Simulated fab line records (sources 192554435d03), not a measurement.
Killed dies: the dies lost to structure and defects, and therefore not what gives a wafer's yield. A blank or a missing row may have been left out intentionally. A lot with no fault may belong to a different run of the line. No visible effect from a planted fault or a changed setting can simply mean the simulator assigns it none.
Comparing a struck lot with a sound one + flow n5Finfet + 40 steps out of a route of 1938
Sound: wafers L673.3, L673.5, L673.6. Struck: wafers L661.3, L661.4, L661.5. The cause is given at the end.
Order at every step that has rows: each side's tool, ch and its chambers, its first start. Under that, the readings that differ: sound wafers + struck wafers + difference of the means + sigmas: that difference in standard deviations of wafers without a fault.
alike: a reading whose means differ by less than 2 such deviations, as well as words and numbers matching on both sides. not compared: withheld readings; readings where some wafer has no value; bounds like >300 that might hide an equal value; numbers whose values overlap and for which the record gives no deviation.
Wherever a step has rows on one side only, a row that says differs or no value, or a row with sigmas, the two part there. Numbers that have no deviation but don't overlap get no sigmas and don't part them. A reading that every wafer of one side lacks parts them only if that side has two wafers or more.

first, 9 steps without rows for these wafers: N5_STI_FIN_REVEAL_SRD_23 (time 30 s); N5_STI_FIN_REVEAL_PRECLEAN_18 (cleans in SC2, time 45 s); N5_STI_FIN_REVEAL_SRD_28 (time 30 s); N5_DUMMY_GATE_PRECLEAN_00 (cleans in O3/DIW, time 60 s); N5_DUMMY_GATE_SRD_01 (time 30 s); N5_DUMMY_GATE_ALD_02 (deposits SiO2, target thk 2 nm, pulse time 1 s); N5_DUMMY_GATE_CVD_03 (deposits a-Si from SiH4, target thk 150 nm, time 8042 s); N5_DUMMY_GATE_PRECLEAN_46 (cleans in DIW, time 89.5 s); N5_DUMMY_GATE_SRD_47 (dry time 32 s).
N5_DUMMY_GATE_CMP_04: polishes a-Si.
  sound on cmp-03 ch 0,1,3, day 7 18:49; struck on cmp-01 ch 1,2,3, day 4 20:08
  no value came back on the struck wafers for edgeZonePressureFrac, motorCurrentA (A), timeToEndpointS (s); on the sound wafers edgeZonePressureFrac reads 0.996 1.007 1.004
| reading                                    | sound          | struck          | difference | sigmas |
|--------------------------------------------|----------------|-----------------|------------|--------|
| model.a-Si_of_DUMMY_GATE_CVD_03.thkNm (nm) | 71.4 71.8 70.4 | 151.6 150 151.4 | +79.8      |        |
N5_DUMMY_GATE_THK_MEAS_05:
  sound on filmMetro-01, day 7 18:58; struck on filmMetro-02, day 4 20:21
| reading    | sound          | struck            | difference | sigmas |
|------------|----------------|-------------------|------------|--------|
| thkNm (nm) | 71.5 71.8 70.5 | 151.6 150.0 151.4 | +79.7      | +91    |
then, 23 steps without rows for these wafers: N5_DUMMY_GATE_HM_DEP_06 (deposits SiNx from DCS/NH3, target thk 80 nm, time 5141 s); N5_DUMMY_GATE_PECVD_30 (deposits SiO2 from TEOS/O2, target thk 55 nm, time 10.8 s); N5_DUMMY_GATE_COAT_34 (time 60 s, resist thk 60 nm); N5_DUMMY_GATE_COAT_35 (time 60 s, resist thk 10 nm); N5_DUMMY_GATE_COAT_28 (time 60 s, resist thk 10 nm); N5_DUMMY_GATE_COAT_09 (resist thk 30 nm); N5_DUMMY_GATE_EBR_11; N5_DUMMY_GATE_SOFTBAKE_10 (time 60 s); N5_DUMMY_GATE_EXPOSE_12 (exposes mask GATE, target cd 25 nm); N5_DUMMY_GATE_PEB_13 (peb time 60 s); N5_DUMMY_GATE_DEVELOP_14 (develop time 30 s); N5_DUMMY_GATE_DESCUM_20 (chemistry O2, time 6.2 s); N5_DUMMY_GATE_ETCH_29 (etches underlayer in N2/H2, target depth 13 nm); N5_DUMMY_GATE_ETCH_36 (etches SiARC in CF4, target depth 13 nm); N5_DUMMY_GATE_ETCH_37 (etches SOC in N2/H2, target depth 60 nm, overetch 30 nm); N5_DUMMY_GATE_STRIP_38 (strips in N2/H2); N5_DUMMY_GATE_STRIP_39 (strips in N2/H2); N5_DUMMY_GATE_TRIM_49 (chemistry O2, time 29 s, target cd 14 nm); N5_DUMMY_GATE_STRIP_40 (strips in CF4); N5_DUMMY_GATE_ETCH_31 (etches SiO2 in C4F6/O2, target depth 82.5 nm, time 27.5 s); N5_DUMMY_GATE_STRIP_41 (strips in O2); N5_DUMMY_GATE_HM_OPEN_21 (chemistry CH3F/O2, target SiNx, target depth 120 nm, time 171.4 s); N5_DUMMY_GATE_ETCH_32 (etches SiO2 in CF4, target depth 3.5 nm, time 3.9 s).
N5_DUMMY_GATE_ETCH_23: etches poly-Si in HBr/Cl2/O2, target depth 41 nm, time 22.3 s.
  sound on rieSi-04 ch 0,1,2, day 8 00:08; struck on rieSi-04 ch 0,3, day 5 01:44
| reading             | sound             | struck            | difference | sigmas |
|---------------------|-------------------|-------------------|------------|--------|
| oesProductAu (a.u.) | 1.005 1.018 0.980 | 1.271 1.278 1.266 | +0.271     | +15    |
  alike: drypumpMotorCurrentA, throttleValvePct
  not compared: rfHoursCounterH
N5_DUMMY_GATE_ETCH_44: etches poly-Si in HBr/O2, stops on SiO2, target depth 127.5 nm.
  sound on rieSi-04 ch 0,1,2, day 8 00:12; struck on rieSi-04 ch 0,3, day 5 01:47
| reading                              | sound             | struck            | difference | sigmas |
|--------------------------------------|-------------------|-------------------|------------|--------|
| oesProductAu (a.u.)                  | 0.729 0.751 0.716 | 1.609 1.596 1.588 | +0.866     | +67    |
| model.etch.depthNm (nm)              | 71.42 71.81 70.41 | 127.7 126.9 126.4 | +55.8      |        |
| model.DUMMY_GATE.featureDepthNm (nm) | 71.4 71.8 70.4    | 127.8 126.8 126.4 | +55.8      |        |
  alike: drypumpMotorCurrentA, throttleValvePct
  not compared: rfHoursCounterH
N5_DUMMY_GATE_ETCH_42: etches SiO2 in CHF3/O2, target depth 3.5 nm, time 31 s.
  sound on rieDiel-01 ch 0,3, day 8 00:22; struck on rieDiel-03 ch 1,2, day 5 01:56
| reading             | sound          | struck         | difference | sigmas |
|---------------------|----------------|----------------|------------|--------|
| oesProductAu (a.u.) | 0.77 0.83 0.78 | 0.29 0.30 0.29 | -0.50      | -8     |
  alike: drypumpMotorCurrentA, rfVppV, showerheadPlenumPTorr, throttleValvePct
  not compared: rfHoursCounterH
N5_DUMMY_GATE_INSPECT_27: inspects for defects (brightfield).
  sound on defectInspect-01, day 8 00:35; struck on defectInspect-01, day 5 02:11
| reading        | sound       | struck         | difference | sigmas |
|----------------|-------------|----------------|------------|--------|
| rawDefectCount | 284 262 292 | 3115 3177 3019 | +2824      | +40    |
N5_BEOL_M4_RC_MEAS_101:
  the record has rows for the sound wafers here (prober-02 ch 0, day 13 17:47) and none for the struck ones
-- here the record skips 10 days between the struck wafers' starts before and after, leaving off in module BEOL_M4 and picking up in module PASSIVATION (first step shown: number 1936 of the route) --
N5_PASSIVATION_PROBE_49:
  only the struck wafers here have rows in the record (prober-02, day 15 10:17); the sound ones have none

WHERE THEY PART
Earliest at N5_DUMMY_GATE_CMP_04; latest, in this record, at N5_PASSIVATION_PROBE_49.

WHY: the cause the simulator had injected
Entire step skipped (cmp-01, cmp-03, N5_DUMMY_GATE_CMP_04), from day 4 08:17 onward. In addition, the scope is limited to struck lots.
